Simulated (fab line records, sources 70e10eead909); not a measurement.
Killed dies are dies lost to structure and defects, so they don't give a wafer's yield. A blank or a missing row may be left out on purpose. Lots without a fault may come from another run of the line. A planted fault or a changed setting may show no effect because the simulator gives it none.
Chamber matching | flow nand_harc | NHARC_P_M1_DEP_33 on pecvd-04: 3 sister chambers
The step deposits SiCN, target thk 30 nm. 3 wafers are shown with their chamber, then 7 later ones without.

WAFERS WITH THEIR CHAMBER
wafer  | chamber | heater_power_w (W)
L116.6 | 1       | 533
L117.1 | 2       | 492
L117.2 | 0       | 604

WAFERS WITHOUT THEIR CHAMBER
wafer  | heater_power_w (W)
L117.5 | 493
L119.1 | 626
L119.2 | 495
L119.6 | 499
L120.2 | 545
L120.5 | 492
L120.6 | 522

WHICH CHAMBER EACH WENT THROUGH
wafer  | from the rows above     | in truth
L117.5 | 2                       | 2
L119.1 | 0                       | 0
L119.2 | 2                       | 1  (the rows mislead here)
L119.6 | 2                       | 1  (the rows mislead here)
L120.2 | 1                       | 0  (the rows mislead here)
L120.5 | 2                       | 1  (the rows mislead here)
L120.6 | can't be placed: 1 or 2 | 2
Placed correctly: 2 of 7. Can't be placed from these rows: 1 (the true chamber is among the candidates in 1). Placed wrongly: 4.
How it was worked out, from the rows above alone: a wafer's distance from a chamber is the root of the sum, over the readings, of the square of ((its reading less the chamber's mean) divided by the reading's scatter). The wafer belongs to the nearest chamber; if the next one is less than 2 further off, it can't be placed. A chamber's mean is the mean of its shown wafers. The scatter: with one shown wafer a chamber, the root of the mean of the squares of how far each hidden wafer lies from its nearest shown one.
